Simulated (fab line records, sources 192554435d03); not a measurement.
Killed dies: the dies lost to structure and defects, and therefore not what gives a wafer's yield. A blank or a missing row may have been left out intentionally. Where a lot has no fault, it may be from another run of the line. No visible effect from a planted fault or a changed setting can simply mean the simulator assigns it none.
fab line records -- flow n5-finfet
record: lots: 7, wafers: 21
route steps=1938 shown BEOL_M10@1496 BEOL_M11@1561 BEOL_M12@1605 BEOL_M13@1705 BEOL_M15@1776
start-h: hours from the record's opening day to when the first of the lot's shown wafers began -- wait-h: hours since the lot's step before -- " unchanged from the row above -- L1.1+2: a single row standing in for several wafers -- - value missing, or start not given -- * or withheld: withheld -- < > ~ a bound
route shown NAME@n: NAME is a module with steps in the file, n the number in the route of the first one -- usual: average and standard deviation across the fault-free wafers -- same: alike in all rows -- chamber/n: place in a boat -- sites: per-site readings -- _std_site: standard deviation of those values -- _edge_site: the outer-site mean with the inner-site mean subtracted -- radius-mm: how far each site lies from the wafer's centre -- mask NAME#n: copy n -- behind: tool/chamber where the wafer was last shaped -- hold: the reason the lot was held/the length of the hold in hours/how it ended -- device: transistor that didn't switch, given as n, p or np -- end of line: the tests these same wafers got at the end of their route -- where a step has no rows: the recipe by itself -- killed: dies that structure and defects cost at the first sort, which is not the same as the wafer's yield -- map: per-die view of a wafer (x killed, . not killed, _ where there is no die)
set.NAME: the setting that was run; set.NAME@STEP: the one run at that earlier step -- model.NAME: the simulator's own value behind a step, which no gauge read
lots whose settings were changed on purpose; a table a step, a row a wafer
== steps ==
step: N5_BEOL_M10_COAT_22
recipe: resist: CAR-ArF, spin-rpm: 1500, resist-thk-nm: 90
lot.wafer,tool,chamber,start-h,wait-h,set.spin-rpm,model.CAR-ArF_of_BEOL_M10_COAT_22.thk-nm
L075.1,litho-track-01,0,-,-,1500,90.2
L075.3,litho-track-01,0,-,-,1500,90.4
L075.6,litho-track-01,0,-,-,1500,90
L076.2+3,litho-track-01,0,-,-,1656,86
L076.6,litho-track-01,0,-,-,1500,90.2
L079.2,litho-track-04,0,-,-,1500,89.8
L079.3,litho-track-04,0,-,-,1500,89.6
L079.4,litho-track-04,0,-,-,1500,90
L083.1+3,litho-track-04,0,-,-,1500,90.2
L083.5,litho-track-04,0,-,-,1500,90
L091.3,litho-track-01,0,-,-,1366,94.2
L091.4,litho-track-01,0,-,-,1500,90
L091.5,litho-track-01,0,-,-,1500,89.8
L092.4+5,litho-track-01,0,-,-,1500,89.8
L092.6,litho-track-01,0,-,-,1500,89.6
L094.2,litho-track-04,0,-,-,1500,89.6
L094.3,litho-track-04,0,-,-,1500,89.8
L094.4,litho-track-04,0,-,-,1500,90
step: N5_BEOL_M10_EBR_24
recipe: solvent: PGMEA, ebr-width-mm: 1.5
step: N5_BEOL_M10_SOFTBAKE_23
recipe: temp-c: 110, time-s: 60, resist: CAR-ArF
step: N5_BEOL_M10_EXPOSE_25
recipe: mask-id: V9, na: 1.35, source-shape: annular, sigma-inner: 0.5, sigma-outer: 0.8, polarization: unpolarized, dose-mj: 85.5
step: N5_BEOL_M10_PEB_26
recipe: peb-temp-c: withheld, peb-time-s: 60, resist: CAR-ArF
step: N5_BEOL_M10_DEVELOP_27
recipe: develop-time-s: 30, developer: TMAH, resist: CAR-ArF, rinse-liquid: diw, dry: air-spin, dev-temp-c: 23
lot.wafer,tool,chamber,start-h,wait-h,set.spin-rpm@BEOL_M10_COAT_22,model.CAR-ArF_of_BEOL_M10_COAT_22.thk-nm
L075.1+3,litho-track-05,0,-,-,1500,88.6
L075.6,litho-track-05,0,-,-,1500,88.4
L076.2+3,litho-track-04,0,-,-,1656,84.2
L076.6,litho-track-04,0,-,-,1500,88.4
L079.2+4,litho-track-05,0,-,-,1500,88.2
L079.3,litho-track-05,0,-,-,1500,88
L083.1,litho-track-04,0,-,-,1500,88.4
L083.3,litho-track-04,0,-,-,1500,88.6
L083.5,litho-track-04,0,-,-,1500,88.2
L091.3,litho-track-01,0,-,-,1366,92.4
L091.4,litho-track-01,0,-,-,1500,88.4
L091.5,litho-track-01,0,-,-,1500,88
L092.4,litho-track-05,0,-,-,1500,88.2
L092.5+6,litho-track-05,0,-,-,1500,88
L094.2,litho-track-04,0,-,-,1500,88
L094.3,litho-track-04,0,-,-,1500,88.2
L094.4,litho-track-04,0,-,-,1500,88.4
step: N5_BEOL_M10_DESCUM_33
recipe: chemistry: O2, time-s: 7.9, source-power-w: 50, bias-power-w: 20, pressure-mtorr: 20, rf-frequency-hz: 2.712e+07, temp-c: 40, resist: CAR-ArF, o2-flow-sccm: 225
step: N5_BEOL_M10_ETCH_65
recipe: chemistry: CF4, target: SiARC, target-depth-a: 390, mask-material: CAR-ArF, time-s: 65, ion-energy-ev: 80, pressure-mtorr: 40, source-w: 545, bias-w: 36, Ar_flow_sccm: 100, cf4-flow-sccm: 100, ends: cleared
lot.wafer,tool,chamber,start-h,wait-h,set.spin-rpm@BEOL_M10_COAT_64,model.etch.depth-nm
L075.1,rie-diel-03,3,224.81,0.0,1500,30.08
L075.3+6,rie-diel-03,"1,3",224.81,0.0,1500,29.99
L076.2,rie-diel-04,1,241.20,0.0,1500,30.08
L076.3,rie-diel-04,0,241.20,0.0,1606,29.08
L076.6,rie-diel-04,3,241.20,0.0,1606,29.06
L079.2,rie-diel-04,1,260.31,0.0,1500,30.15
L079.3,rie-diel-04,0,260.31,0.0,1500,29.97
L079.4,rie-diel-04,2,260.31,0.0,1500,30.16
L083.1,rie-diel-03,1,265.03,0.0,1500,29.9
L083.3,rie-diel-03,3,265.03,0.0,1500,29.98
L083.5,rie-diel-03,3,265.03,0.0,1500,29.93
L091.3,rie-diel-04,1,332.42,0.0,1500,29.93
L091.4+5,rie-diel-04,"0,3",332.42,0.0,1582,29.24
L092.4,rie-diel-03,1,332.89,0.0,1500,30.04
L092.5,rie-diel-03,0,332.89,0.0,1500,29.97
L092.6,rie-diel-03,1,332.89,0.0,1500,30.01
L094.2,rie-diel-03,3,354.52,0.0,1427,30.7
L094.3,rie-diel-03,1,354.52,0.0,1500,29.91
L094.4,rie-diel-03,3,354.52,0.0,1427,30.73
step: N5_BEOL_M10_ETCH_66
recipe: chemistry: N2/H2, target: SOC, target-depth-a: 1200, overetch-a: 240, mask-material: SiARC, temp-c: 40, time-s: 180, ion-energy-ev: 200, pressure-mtorr: 30, source-w: 840, bias-w: 150, n2-flow-sccm: 200, h2-flow-sccm: 200
lot.wafer,tool,chamber,start-h,wait-h,set.spin-rpm@BEOL_M10_COAT_64,model.SiARC_of_BEOL_M10_COAT_64.thk-nm
L075.1+6,rie-diel-03,3,224.86,0.0,1500,23
L075.3,rie-diel-03,1,224.86,0.0,1500,22.8
L076.2,rie-diel-04,1,241.25,0.0,1500,22.8
L076.3+6,rie-diel-04,"0,3",241.25,0.0,1606,21.6
L079.2,rie-diel-04,1,260.36,0.0,1500,22.6
L079.3,rie-diel-04,0,260.36,0.0,1500,22.2
L079.4,rie-diel-04,2,260.36,0.0,1500,23
L083.1,rie-diel-03,1,265.08,0.0,1500,22.8
L083.3+5,rie-diel-03,3,265.08,0.0,1500,23
L091.3,rie-diel-04,1,332.47,0.0,1500,22.4
L091.4+5,rie-diel-04,"0,3",332.47,0.0,1582,21.6
L092.4+6,rie-diel-03,1,332.94,0.0,1500,23
L092.5,rie-diel-03,0,332.94,0.0,1500,22.4
L094.2+4,rie-diel-03,3,354.57,0.0,1427,23.8
L094.3,rie-diel-03,1,354.57,0.0,1500,22.8
step: N5_BEOL_M11_COAT_64
recipe: resist: SiARC, temp-c: 220, time-s: 60, spin-rpm: 1500, resist-thk-nm: 30
lot.wafer,tool,chamber,start-h,wait-h,set.spin-rpm,model.SiARC_of_BEOL_M11_COAT_64.thk-nm
L075.1+6,litho-track-02,0,-,-,1500,30
L075.3,litho-track-02,0,-,-,1500,30.2
L076.2,litho-track-03,0,-,-,1500,30.2
L076.3+6,litho-track-03,0,-,-,1500,30
L079.2+4,litho-track-03,0,-,-,1500,30.2
L079.3,litho-track-03,0,-,-,1500,30
L083.1+3+5,litho-track-04,0,-,-,1500,30
L091.3+5,litho-track-03,0,-,-,1416,31
L091.4,litho-track-03,0,-,-,1500,30.2
L092.4+5+6,litho-track-04,0,-,-,1500,30
L094.2,litho-track-02,0,-,-,1443,30.8
L094.3,litho-track-02,0,-,-,1443,30.6
L094.4,litho-track-02,0,-,-,1500,30
step: N5_BEOL_M11_COAT_22
recipe: resist: CAR-ArF, spin-rpm: 1500, resist-thk-nm: 90
step: N5_BEOL_M11_EBR_24
recipe: solvent: PGMEA, ebr-width-mm: 1.5
step: N5_BEOL_M11_DESCUM_33
recipe: chemistry: O2, time-s: 7.9, source-power-w: 50, bias-power-w: 20, pressure-mtorr: 20, rf-frequency-hz: 2.712e+07, temp-c: 40, resist: CAR-ArF, o2-flow-sccm: 225
step: N5_BEOL_M11_ETCH_65
recipe: chemistry: CF4, target: SiARC, target-depth-a: 390, mask-material: CAR-ArF, time-s: 65, ion-energy-ev: 80, pressure-mtorr: 40, source-w: 545, bias-w: 36, Ar_flow_sccm: 100, cf4-flow-sccm: 100, ends: cleared
lot.wafer,tool,chamber,start-h,wait-h,set.spin-rpm@BEOL_M11_COAT_64,model.etch.depth-nm
L075.1,rie-diel-01,0,234.31,0.0,1500,30
L075.3,rie-diel-01,3,234.31,0.0,1500,30.16
L075.6,rie-diel-01,1,234.31,0.0,1500,30.08
L076.2,rie-diel-01,0,247.05,0.0,1500,30.16
L076.3,rie-diel-01,2,247.05,0.0,1500,30.06
L076.6,rie-diel-01,3,247.05,0.0,1500,30.05
L079.2,rie-diel-01,2,270.24,0.0,1500,30.14
L079.3,rie-diel-01,1,270.24,0.0,1500,30.05
L079.4,rie-diel-01,3,270.24,0.0,1500,30.13
L083.1+3,rie-diel-01,"2,0",272.78,0.0,1500,30.07
L083.5,rie-diel-01,0,272.78,0.0,1500,30.03
L091.3,rie-diel-05,0,341.69,0.0,1416,30.98
L091.4,rie-diel-05,3,341.69,0.0,1500,30.1
L091.5,rie-diel-05,3,341.69,0.0,1416,31.03
L092.4+5,rie-diel-01,"2,1",342.37,0.0,1500,30
L092.6,rie-diel-01,0,342.37,0.0,1500,30.05
L094.2,rie-diel-06,0,364.84,0.0,1443,30.72
L094.3,rie-diel-06,2,364.84,0.0,1443,30.69
L094.4,rie-diel-06,3,364.84,0.0,1500,30.01
step: N5_BEOL_M12_COAT_04
recipe: spin-rpm: 1625, resist-thk-nm: 400
lot.wafer,tool,chamber,start-h,wait-h,set.spin-rpm,model.coat_of_BEOL_M12_COAT_04.thk-nm
L075.1,litho-track-01,0,-,-,1625,398.2
L075.3,litho-track-01,0,-,-,1464,421
L075.6,litho-track-01,0,-,-,1464,420.2
L076.2,litho-track-05,0,-,-,1625,400.2
L076.3,litho-track-05,0,-,-,1625,401.8
L076.6,litho-track-05,0,-,-,1625,400.6
L079.2,litho-track-01,0,-,-,1625,398.4
L079.3,litho-track-01,0,-,-,1625,397.8
L079.4,litho-track-01,0,-,-,1625,398.6
L083.1,litho-track-02,0,-,-,1625,402.6
L083.3,litho-track-02,0,-,-,1785,383.6
L083.5,litho-track-02,0,-,-,1625,402.2
L091.3,litho-track-05,0,-,-,1454,421.6
L091.4+5,litho-track-05,0,-,-,1625,400.2
L092.4,litho-track-05,0,-,-,1625,400.8
L092.5,litho-track-05,0,-,-,1528,411.2
L092.6,litho-track-05,0,-,-,1625,400.4
L094.2,litho-track-01,0,-,-,1625,400
L094.3,litho-track-01,0,-,-,1489,417.6
L094.4,litho-track-01,0,-,-,1625,399
step: N5_BEOL_M12_EBR_06
recipe: solvent: PGMEA, ebr-width-mm: 1.5
step: N5_BEOL_M12_SOFTBAKE_05
recipe: temp-c: 130, time-s: 60
step: N5_BEOL_M12_DESCUM_15
recipe: chemistry: O2, time-s: 7.9, source-power-w: 50, bias-power-w: 20, pressure-mtorr: 20, rf-frequency-hz: 2.712e+07, temp-c: 40, o2-flow-sccm: 225
lot.wafer,tool,chamber,start-h,wait-h,set.spin-rpm@BEOL_M12_COAT_04,model.coat_of_BEOL_M12_COAT_04.thk-nm
L075.1,rie-diel-02,1,238.21,0.3,1625,380.2
L075.3,rie-diel-02,3,238.21,0.3,1464,402.8
L075.6,rie-diel-02,1,238.21,0.3,1464,402
L076.2,rie-diel-04,1,250.75,0.0,1625,382
L076.3,rie-diel-04,3,250.75,0.0,1625,383.6
L076.6,rie-diel-04,0,250.75,0.0,1625,382.6
L079.2,rie-diel-03,3,273.71,0.0,1625,380.2
L079.3,rie-diel-03,2,273.71,0.0,1625,379.6
L079.4,rie-diel-03,1,273.71,0.0,1625,380.6
L083.1,rie-diel-04,2,278.09,0.0,1625,384.4
L083.3,rie-diel-04,1,278.09,0.0,1785,365.4
L083.5,rie-diel-04,2,278.09,0.0,1625,384.2
L091.3,rie-diel-02,0,347.11,0.0,1454,403.6
L091.4+5,rie-diel-02,2,347.11,0.0,1625,382.2
L092.4,rie-diel-02,1,347.81,0.0,1625,382.8
L092.5,rie-diel-02,3,347.81,0.0,1528,393.2
L092.6,rie-diel-02,2,347.81,0.0,1625,382.4
L094.2,rie-diel-04,2,369.41,0.0,1625,382
L094.3,rie-diel-04,0,369.41,0.0,1489,399.4
L094.4,rie-diel-04,1,369.41,0.0,1625,380.8
step: N5_BEOL_M12_ETCH_59
recipe: chemistry: N2/H2, target: BARC, target-depth-a: 890, overetch-a: 267, time-s: 67.9, ion-energy-ev: 200, pressure-mtorr: 30, source-w: 840, bias-w: 150, n2-flow-sccm: 200, h2-flow-sccm: 200
lot.wafer,tool,chamber,start-h,wait-h,set.h2-flow-sccm
L075.1+3+6,rie-diel-02,"1,3,1",238.24,0.0,200
L076.2+3+6,rie-diel-04,"1,3,0",250.79,0.0,200
L079.2+3+4,rie-diel-03,"3,2,1",273.74,0.0,200
L083.1+3+5,rie-diel-04,"2,1,2",278.13,0.0,200
L091.3+4,rie-diel-02,"0,2",347.14,0.0,200
L091.5,rie-diel-02,2,347.14,0.0,186.9
L092.4+5,rie-diel-02,"1,3",347.85,0.0,200
L092.6,rie-diel-02,2,347.85,0.0,186
L094.2+3+4,rie-diel-04,"2,0,1",369.44,0.0,212.9
step: N5_BEOL_M12_VIA_ETCH_16
recipe: chemistry: C4F8/O2/Ar, target: SiOC, pressure-mtorr: 30, source-w: 3000, bias-w: 700, Ar_flow_sccm: 400, C4F8_flow_sccm: 15, O2_flow_sccm: 8, he-inner-torr: 15, he-outer-torr: 30, target-depth-a: 7248, time-s: withheld, ion-energy-ev: 250, ends: cleared
step: N5_BEOL_M12_STRIP_63
recipe: chemistry: N2/H2, power-w: 1000, temp-c: 250, h2-frac: 0.65, overash-fraction: 0.3, pressure-mtorr: 1000, n2-flow-sccm: 1750, h2-flow-sccm: 3250
usual: strip-time-to-endpoint-s: 42.7/0.96
lot.wafer,tool,chamber,start-h,wait-h,set.spin-rpm@BEOL_M12_COAT_04,strip-time-to-endpoint-s
L075.1,plasma-asher-01,0,238.49,-,1625,43.7
L075.3,plasma-asher-01,1,238.49,-,1464,47.7
L075.6,plasma-asher-01,1,238.49,-,1464,48.3
L076.2,plasma-asher-02,1,251.04,-,1625,42.8
L076.3,plasma-asher-02,0,251.04,-,1625,44.4
L076.6,plasma-asher-02,0,251.04,-,1625,42.6
L079.2,plasma-asher-01,0,273.99,-,1625,42.2
L079.3,plasma-asher-01,1,273.99,-,1625,43.0
L079.4,plasma-asher-01,0,273.99,-,1625,43.0
L083.1,plasma-asher-01,0,278.38,-,1625,43.6
L083.3,plasma-asher-01,1,278.38,-,1785,36.9
L083.5,plasma-asher-01,1,278.38,-,1625,43.5
L091.3,plasma-asher-02,1,347.41,-,1454,47.9
L091.4,plasma-asher-02,0,347.41,-,1625,41.7
L091.5,plasma-asher-02,1,347.41,-,1625,41.0
L092.4,plasma-asher-02,0,348.12,-,1625,42.4
L092.5,plasma-asher-02,1,348.12,-,1528,44.4
L092.6,plasma-asher-02,0,348.12,-,1625,41.8
L094.2,plasma-asher-02,1,369.70,-,1625,44.0
L094.3,plasma-asher-02,1,369.70,-,1489,47.7
L094.4,plasma-asher-02,0,369.70,-,1625,41.6
step: N5_BEOL_M13_SPUTTER_43
recipe: material: TaN, target-thk-a: 150, temp-c: 50, bias-v: 168.6, power-w: 15000, chamber-pressure-pa: 0.12, time-s: 24.19
lot.wafer,tool,chamber,start-h,wait-h,set.time-s,model.TaN_of_BEOL_M13_SPUTTER_43.thk-nm
L075.1+3,pvd-sputter-01,-,248.78,0.0,20.68,13
L075.6,pvd-sputter-01,-,248.78,0.0,24.19,15.2
L076.2+6,pvd-sputter-01,-,257.54,0.0,24.19,15.2
L076.3,pvd-sputter-01,-,257.54,0.0,27.78,17.4
L079.2+3,pvd-sputter-02,-,281.76,0.0,24.19,15
L079.4,pvd-sputter-02,-,281.76,0.0,24.19,14.8
L083.1,pvd-sputter-01,-,284.91,0.0,21.44,13.6
L083.3,pvd-sputter-01,-,284.91,0.0,24.19,15
L083.5,pvd-sputter-01,-,284.91,0.0,21.44,13.4
L091.3+5,pvd-sputter-01,-,354.86,0.0,24.19,15.4
L091.4,pvd-sputter-01,-,354.86,0.0,26.82,17
L092.4+5,pvd-sputter-02,-,360.58,0.0,24.19,15.2
L092.6,pvd-sputter-02,-,360.58,0.0,24.19,15
L094.2+3,pvd-sputter-03,-,381.67,0.0,24.19,15.2
L094.4,pvd-sputter-03,-,381.67,0.0,24.19,14.8
step: N5_BEOL_M13_SPUTTER_44
recipe: material: Ta, target-thk-a: 100, temp-c: 50, bias-v: 80, power-w: 15000, chamber-pressure-pa: 0.07, time-s: 16.13
step: N5_BEOL_M13_SPUTTER_45
recipe: material: Cu, target-thk-a: 800, temp-c: -20, bias-v: 60, power-w: 26000, chamber-pressure-pa: 0.13, time-s: 13.33
step: N5_BEOL_M13_ECD_47
recipe: material: Cu, target-thk-a: 9360
step: N5_BEOL_M13_ANNEAL_48
recipe: temp-c: 225, time-s: 90, ambient: N2
step: N5_BEOL_M13_CMP_49
recipe: stop-on: SiOC, t-overpolish-s: 17.1, down-force-psi: 1, platen-rpm: 50, clearing-platen-down-force-psi: 1.5, clearing-platen-rpm: 50, post-cmp-clean: cu-alkaline, target-thk-nm: 420, clearing-platen-pad-velocity-m-s: 0.99484, pad-velocity-m-s: 0.99484
usual: barrier-field-endpoint-s: 30.8/0.57
lot.wafer,tool,chamber,start-h,wait-h,set.time-s@BEOL_M13_SPUTTER_43,barrier-field-endpoint-s
L075.3,cmp-03,0,249.52,0.2,20.68,27.9
L075.1,cmp-03,1,249.52,0.2,20.68,28.4
L075.6,cmp-03,0,249.52,0.2,24.19,31.4
L076.2,cmp-02,3,258.33,0.2,24.19,30.1
L076.3,cmp-02,1,258.33,0.2,27.78,33.4
L076.6,cmp-02,2,258.33,0.2,24.19,30.4
L079.4,cmp-04,3,282.50,0.1,24.19,30.2
L079.2,cmp-04,0,282.50,0.1,24.19,32.2
L079.3,cmp-04,2,282.50,0.1,24.19,31.4
L083.3,cmp-03,0,285.69,0.2,24.19,30.2
L083.1,cmp-03,1,285.69,0.2,21.44,29.5
L083.5,cmp-03,3,285.69,0.2,21.44,28.5
L091.3,cmp-02,3,355.59,0.2,24.19,30.7
L091.4,cmp-02,1,355.59,0.2,26.82,32.5
L091.5,cmp-02,3,355.59,0.2,24.19,29.7
L092.4,cmp-03,0,361.44,0.1,24.19,30.8
L092.5,cmp-03,0,361.44,0.1,24.19,30.2
L092.6,cmp-03,1,361.44,0.1,24.19,29.9
L094.2,cmp-04,3,382.59,0.3,24.19,30.1
L094.4,cmp-04,1,382.59,0.3,24.19,30.1
L094.3,cmp-04,2,382.59,0.3,24.19,30.9
step: N5_BEOL_M15_COAT_04
recipe: spin-rpm: 1704, resist-thk-nm: 800
lot.wafer,tool,chamber,start-h,wait-h,set.spin-rpm,model.coat_of_BEOL_M15_COAT_04.thk-nm
L075.1,litho-track-04,0,-,-,1846,767.2
L075.3,litho-track-04,0,-,-,1704,799.4
L075.6,litho-track-04,0,-,-,1846,769.4
L076.2,litho-track-01,0,-,-,1782,783.8
L076.3,litho-track-01,0,-,-,1704,803.4
L076.6,litho-track-01,0,-,-,1782,786
L079.2,litho-track-05,0,-,-,1704,801.2
L079.3,litho-track-05,0,-,-,1704,803
L079.4,litho-track-05,0,-,-,1704,802.2
L083.1,litho-track-01,0,-,-,1754,788
L083.3,litho-track-01,0,-,-,1704,800.6
L083.5,litho-track-01,0,-,-,1754,789
L091.3,litho-track-04,0,-,-,1558,839.2
L091.4,litho-track-04,0,-,-,1558,842.4
L091.5,litho-track-04,0,-,-,1558,839
L092.4,litho-track-01,0,-,-,1513,848.8
L092.5,litho-track-01,0,-,-,1704,796.8
L092.6,litho-track-01,0,-,-,1704,798.2
L094.2,litho-track-05,0,-,-,1645,811
L094.3,litho-track-05,0,-,-,1704,796
L094.4,litho-track-05,0,-,-,1704,795.6
step: N5_BEOL_M15_EBR_06
recipe: solvent: PGMEA, ebr-width-mm: 1.5
step: N5_BEOL_M15_SOFTBAKE_05
recipe: temp-c: 130, time-s: 60
step: N5_BEOL_M15_DESCUM_15
recipe: chemistry: O2, time-s: 7.9, source-power-w: 50, bias-power-w: 20, pressure-mtorr: 20, rf-frequency-hz: 2.712e+07, temp-c: 40, o2-flow-sccm: 225
step: N5_BEOL_M15_ETCH_59
recipe: chemistry: N2/H2, target: BARC, target-depth-a: 890, overetch-a: 267, time-s: 67.9, ion-energy-ev: 200, pressure-mtorr: 30, source-w: 840, bias-w: 150, n2-flow-sccm: 200, h2-flow-sccm: 200
step: N5_BEOL_M15_VIA_ETCH_16
recipe: chemistry: C4F8/O2/Ar, target: SiO2, he-inner-torr: 15, he-outer-torr: 30, target-depth-a: 17922, time-s: withheld, ion-energy-ev: 800, pressure-mtorr: 20, source-w: 1905, bias-w: 2040, Ar_flow_sccm: 400, C4F8_flow_sccm: 16, O2_flow_sccm: 12, ends: cleared
lot.wafer,tool,chamber,start-h,wait-h,set.spin-rpm@BEOL_M15_COAT_04,model.coat_of_BEOL_M15_COAT_04.thk-nm
L075.1,rie-diel-06,1,256.25,0.0,1846,322.4
L075.3,rie-diel-06,3,256.25,0.0,1704,347.2
L075.6,rie-diel-06,1,256.25,0.0,1846,313.6
L076.2,rie-diel-06,3,265.47,0.0,1782,324.4
L076.3,rie-diel-06,0,265.47,0.0,1704,336.6
L076.6,rie-diel-06,3,265.47,0.0,1782,317.8
L079.2,rie-diel-05,0,291.60,0.0,1704,330.4
L079.3,rie-diel-05,2,291.60,0.0,1704,341.6
L079.4,rie-diel-05,2,291.60,0.0,1704,326.2
L083.1,rie-diel-06,2,297.65,0.0,1754,321.8
L083.3,rie-diel-06,3,297.65,0.0,1704,344.4
L083.5,rie-diel-06,0,297.65,0.0,1754,318.2
L091.3,rie-diel-05,1,366.24,0.0,1558,376.6
L091.4,rie-diel-05,3,366.24,0.0,1558,373.2
L091.5,rie-diel-05,1,366.24,0.0,1558,370.8
L092.4,rie-diel-05,0,367.54,0.1,1513,377.2
L092.5,rie-diel-05,2,367.54,0.1,1704,325.2
L092.6,rie-diel-05,3,367.54,0.1,1704,332.4
L094.2,rie-diel-01,2,389.25,0.0,1645,341.8
L094.3,rie-diel-01,3,389.25,0.0,1704,334.4
L094.4,rie-diel-01,0,389.25,0.0,1704,328.2
step: N5_BEOL_M15_ETCH_61
recipe: chemistry: N2/H2, target: BARC, target-depth-a: 890, overetch-a: 267, time-s: 67.9, ion-energy-ev: 200, pressure-mtorr: 30, source-w: 840, bias-w: 150, n2-flow-sccm: 200, h2-flow-sccm: 200
lot.wafer,tool,chamber,start-h,wait-h,set.time-s,model.coat_of_BEOL_M15_COAT_22.thk-nm
L075.1,rie-diel-05,2,257.86,0.0,57.52,725.2
L075.3,rie-diel-05,3,257.86,0.0,57.52,726.6
L075.6,rie-diel-05,2,257.86,0.0,67.9,713
L076.2,rie-diel-01,0,267.03,0.0,67.9,716
L076.3,rie-diel-01,3,267.03,0.0,63.52,721
L076.6,rie-diel-01,3,267.03,0.0,63.52,720.2
L079.2,rie-diel-05,2,293.17,0.0,67.9,717.8
L079.3,rie-diel-05,3,293.17,0.0,67.9,718.2
L079.4,rie-diel-05,0,293.17,0.0,67.9,717
L083.1,rie-diel-06,1,299.09,0.0,83.1,703.2
L083.3,rie-diel-06,0,299.09,0.0,67.9,718.2
L083.5,rie-diel-06,1,299.09,0.0,83.1,700.6
L091.3,rie-diel-06,3,368.24,0.0,67.9,715.2
L091.4,rie-diel-06,0,368.24,0.0,67.9,714.8
L091.5,rie-diel-06,1,368.24,0.0,67.9,714.6
L092.4,rie-diel-06,3,368.87,0.0,61.24,720
L092.5,rie-diel-06,3,368.87,0.0,67.9,713.6
L092.6,rie-diel-06,0,368.87,0.0,67.9,715
L094.2,rie-diel-01,1,390.82,0.0,67.9,719.4
L094.3,rie-diel-01,2,390.82,0.0,67.9,722
L094.4,rie-diel-01,0,390.82,0.0,59.07,725.8
== key ==
split: step: N5_BEOL_M10_COAT_22, setting: spin-rpm, stated: 1500, by: wafer
response: step: N5_BEOL_M10_COAT_22, reading: model.CAR-ArF_of_BEOL_M10_COAT_22.thk-nm, change: -0.437, per: 1%, r: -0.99
response: step: N5_BEOL_M10_DEVELOP_27, reading: model.CAR-ArF_of_BEOL_M10_COAT_22.thk-nm, change: -0.432, per: 1%, r: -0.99
split: step: N5_BEOL_M11_COAT_64, setting: spin-rpm, stated: 1500, by: wafer
response: step: N5_BEOL_M11_COAT_64, reading: model.SiARC_of_BEOL_M11_COAT_64.thk-nm, change: -0.156, per: 1%, r: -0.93
response: step: N5_BEOL_M11_ETCH_65, reading: model.etch.depth-nm, change: -0.167, per: 1%, r: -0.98
split: step: N5_BEOL_M12_COAT_04, setting: spin-rpm, stated: 1625, by: wafer
response: step: N5_BEOL_M12_COAT_04, reading: model.coat_of_BEOL_M12_COAT_04.thk-nm, change: -2.06, per: 1%, r: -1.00
response: step: N5_BEOL_M12_DESCUM_15, reading: model.coat_of_BEOL_M12_COAT_04.thk-nm, change: -2.05, per: 1%, r: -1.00
response: step: N5_BEOL_M12_STRIP_63, reading: strip-time-to-endpoint-s, change: *, per: 1%, r: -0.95
split: step: N5_BEOL_M12_ETCH_59, setting: h2-flow-sccm, stated: 200, by: wafer
response none clear
split: step: N5_BEOL_M13_SPUTTER_43, setting: time-s, stated: 24.19, by: wafer
response: step: N5_BEOL_M13_SPUTTER_43, reading: model.TaN_of_BEOL_M13_SPUTTER_43.thk-nm, change: +0.146, per: 1%, r: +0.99
response: step: N5_BEOL_M13_CMP_49, reading: barrier-field-endpoint-s, change: +0.193, per: 1%, r: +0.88
split: step: N5_BEOL_M15_COAT_04, setting: spin-rpm, stated: 1704, by: wafer
response: step: N5_BEOL_M15_COAT_04, reading: model.coat_of_BEOL_M15_COAT_04.thk-nm, change: -4.26, per: 1%, r: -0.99
response: step: N5_BEOL_M15_VIA_ETCH_16, reading: model.coat_of_BEOL_M15_COAT_04.thk-nm, change: -4.08, per: 1%, r: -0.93
split: step: N5_BEOL_M15_ETCH_61, setting: time-s, stated: 67.9, by: wafer
response: step: N5_BEOL_M15_ETCH_61, reading: model.coat_of_BEOL_M15_COAT_22.thk-nm, change: -0.685, per: 1%, r: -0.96
split outside-this-file step=N5_BEOL_M10_COAT_64 setting=spin-rpm
split outside-this-file: this setting was split too, and the file shows its column; the key of that split is in another file
